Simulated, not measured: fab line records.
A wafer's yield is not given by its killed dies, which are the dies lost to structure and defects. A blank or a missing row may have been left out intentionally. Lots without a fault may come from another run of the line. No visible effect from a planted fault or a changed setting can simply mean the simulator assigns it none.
Matching of chambers || flow n5 finfet || N5_BEOL_M10_PECVD_70 on pecvd-01: 3 sister chambers
The step deposits SiO2 from TEOS/O2, target thk 20 nm, time 22.7 s. 18 wafers are shown with their chamber, then 9 later ones without.

EACH WAFER AND ITS CHAMBER
{"wafer": "L077.1", "chamber": 0, "throttle valve pct (%)": 23.1, "showerhead plenum p Torr (Torr)": 8.76, "heater power w (W)": 613}
{"wafer": "L077.4", "chamber": 0, "throttle valve pct (%)": 22.9, "showerhead plenum p Torr (Torr)": 8.77, "heater power w (W)": 602}
{"wafer": "L077.5", "chamber": 1, "throttle valve pct (%)": 25.5, "showerhead plenum p Torr (Torr)": 8.76, "heater power w (W)": 699}
{"wafer": "L080.2", "chamber": 1, "throttle valve pct (%)": 25.4, "showerhead plenum p Torr (Torr)": 8.75, "heater power w (W)": 718}
{"wafer": "L080.3", "chamber": 2, "throttle valve pct (%)": 21.2, "showerhead plenum p Torr (Torr)": 8.82, "heater power w (W)": 658}
{"wafer": "L080.6", "chamber": 1, "throttle valve pct (%)": 25.6, "showerhead plenum p Torr (Torr)": 8.74, "heater power w (W)": 719}
{"wafer": "L081.1", "chamber": 2, "throttle valve pct (%)": 21.0, "showerhead plenum p Torr (Torr)": 8.83, "heater power w (W)": 593}
{"wafer": "L081.4", "chamber": 0, "throttle valve pct (%)": 22.9, "showerhead plenum p Torr (Torr)": 8.76, "heater power w (W)": 687}
{"wafer": "L081.5", "chamber": 2, "throttle valve pct (%)": 21.1, "showerhead plenum p Torr (Torr)": 8.80, "heater power w (W)": 591}
{"wafer": "L079.4", "chamber": 2, "throttle valve pct (%)": 21.1, "showerhead plenum p Torr (Torr)": 8.83, "heater power w (W)": 692}
{"wafer": "L079.5", "chamber": 0, "throttle valve pct (%)": 22.6, "showerhead plenum p Torr (Torr)": 8.74, "heater power w (W)": 622}
{"wafer": "L079.6", "chamber": 1, "throttle valve pct (%)": 25.6, "showerhead plenum p Torr (Torr)": 8.72, "heater power w (W)": 768}
{"wafer": "L082.1", "chamber": 1, "throttle valve pct (%)": 25.6, "showerhead plenum p Torr (Torr)": 8.76, "heater power w (W)": 660}
{"wafer": "L082.5", "chamber": 1, "throttle valve pct (%)": 25.5, "showerhead plenum p Torr (Torr)": 8.72, "heater power w (W)": 665}
{"wafer": "L082.6", "chamber": 0, "throttle valve pct (%)": 23.0, "showerhead plenum p Torr (Torr)": 8.76, "heater power w (W)": 639}
{"wafer": "L088.1", "chamber": 0, "throttle valve pct (%)": 22.8, "showerhead plenum p Torr (Torr)": 8.76, "heater power w (W)": 650}
{"wafer": "L088.4", "chamber": 1, "throttle valve pct (%)": 25.7, "showerhead plenum p Torr (Torr)": 8.73, "heater power w (W)": 768}
{"wafer": "L088.6", "chamber": 0, "throttle valve pct (%)": 22.9, "showerhead plenum p Torr (Torr)": 8.76, "heater power w (W)": 653}

SIGNATURES (averages over the wafers above)
{"reading": "throttle valve pct", "chamber 0": 22.886, "chamber 1": 25.557, "chamber 2": 21.100, "scatter within a chamber": 0.123}
{"reading": "showerhead plenum p Torr", "chamber 0": 8.7586, "chamber 1": 8.7400, "chamber 2": 8.8200, "scatter within a chamber": 0.0139}
{"reading": "heater power w", "chamber 0": 638.00, "chamber 1": 713.86, "chamber 2": 633.50, "scatter within a chamber": 39.9}
Rule: a wafer's distance from a chamber is the root of the sum, over the readings, of the square of ((its reading less the chamber's mean) divided by the reading's scatter). If the next closest chamber is less than 2 further off than the closest, the wafer can't be placed; otherwise it belongs to the closest. The scatter: take each reading less its chamber's mean, square it, sum over the shown wafers, divide by the number of wafers less the number of chambers, and take the root.

WAFERS MISSING THEIR CHAMBER
{"wafer": "L090.1", "throttle valve pct (%)": 22.8, "showerhead plenum p Torr (Torr)": 8.76, "heater power w (W)": 668}
{"wafer": "L090.5", "throttle valve pct (%)": 23.0, "showerhead plenum p Torr (Torr)": 8.75, "heater power w (W)": 678}
{"wafer": "L090.6", "throttle valve pct (%)": 25.6, "showerhead plenum p Torr (Torr)": 8.73, "heater power w (W)": 705}
{"wafer": "L094.2", "throttle valve pct (%)": 22.8, "showerhead plenum p Torr (Torr)": 8.74, "heater power w (W)": 645}
{"wafer": "L094.4", "throttle valve pct (%)": 25.4, "showerhead plenum p Torr (Torr)": 8.76, "heater power w (W)": 729}
{"wafer": "L094.5", "throttle valve pct (%)": 21.5, "showerhead plenum p Torr (Torr)": 8.83, "heater power w (W)": 628}
{"wafer": "L095.1", "throttle valve pct (%)": 22.9, "showerhead plenum p Torr (Torr)": 8.76, "heater power w (W)": 691}
{"wafer": "L095.3", "throttle valve pct (%)": 21.7, "showerhead plenum p Torr (Torr)": 8.83, "heater power w (W)": 659}
{"wafer": "L095.6", "throttle valve pct (%)": 21.3, "showerhead plenum p Torr (Torr)": 8.84, "heater power w (W)": 675}

WHICH CHAMBER EACH ONE RAN IN
{"wafer": "L090.1", "from the rows above": 0, "in truth": 0}
{"wafer": "L090.5", "from the rows above": 0, "in truth": 0}
{"wafer": "L090.6", "from the rows above": 1, "in truth": 1}
{"wafer": "L094.2", "from the rows above": 0, "in truth": 0}
{"wafer": "L094.4", "from the rows above": 1, "in truth": 1}
{"wafer": "L094.5", "from the rows above": 2, "in truth": 2}
{"wafer": "L095.1", "from the rows above": 0, "in truth": 0}
{"wafer": "L095.3", "from the rows above": 2, "in truth": 2}
{"wafer": "L095.6", "from the rows above": 2, "in truth": 2}
Placed correctly: 9 of 9. From these rows, 0 cannot be placed. Number placed wrongly: 0.
